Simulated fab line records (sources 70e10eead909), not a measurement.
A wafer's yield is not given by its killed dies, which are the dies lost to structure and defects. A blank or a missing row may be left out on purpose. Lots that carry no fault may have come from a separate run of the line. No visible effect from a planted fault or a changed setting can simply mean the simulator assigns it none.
Chamber matching ; flow nand harc ; cmp-03 running NHARC_P_BONDPAD_CMP_32: 4 sister chambers
The step polishes SiCN, target thk 200 nm. 4 wafers are shown with their chamber, then 9 later ones without.

EACH WAFER AND ITS CHAMBER
wafer;chamber;motor current A (A)
L082.6;3;12.4
L087.1;0;9.6
L087.2;2;14.1
L087.3;1;12.4

WAFERS WITHOUT THEIR CHAMBER
wafer;motor current A (A)
L091.1;13.7
L091.2;12.2
L091.5;13.3
L092.1;12.8
L092.3;9.8
L092.4;12.8
L094.3;13.2
L094.4;14.7
L094.5;13.4

THE CHAMBER EACH PASSED THROUGH
wafer;from the rows above;in truth
L091.1;can't be placed: 2 or 1 or 3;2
L091.2;can't be placed: 1 or 3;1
L091.5;can't be placed: 2 or 1 or 3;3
L092.1;can't be placed: 1 or 3 or 2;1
L092.3;0;0
L092.4;can't be placed: 1 or 3 or 2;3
L094.3;can't be placed: 1 or 3 or 2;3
L094.4;2;2
L094.5;can't be placed: 2 or 1 or 3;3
Correctly placed: 2 of 9. Can't be placed from these rows: 7 (the true chamber is among the candidates in 7). Wrongly placed: 0.
How it was worked out, from the rows above alone: a wafer's distance from a chamber is the root of the sum, over the readings, of the square of ((its reading less the chamber's mean) divided by the reading's scatter). If the next closest chamber is less than 2 further off than the closest, the wafer can't be placed; otherwise it belongs to the closest. For every chamber, the mean is computed from those of its wafers that are shown. The scatter (one wafer shown for each chamber): square how far every hidden wafer sits from the nearest shown wafer, average those squares and take the square root.
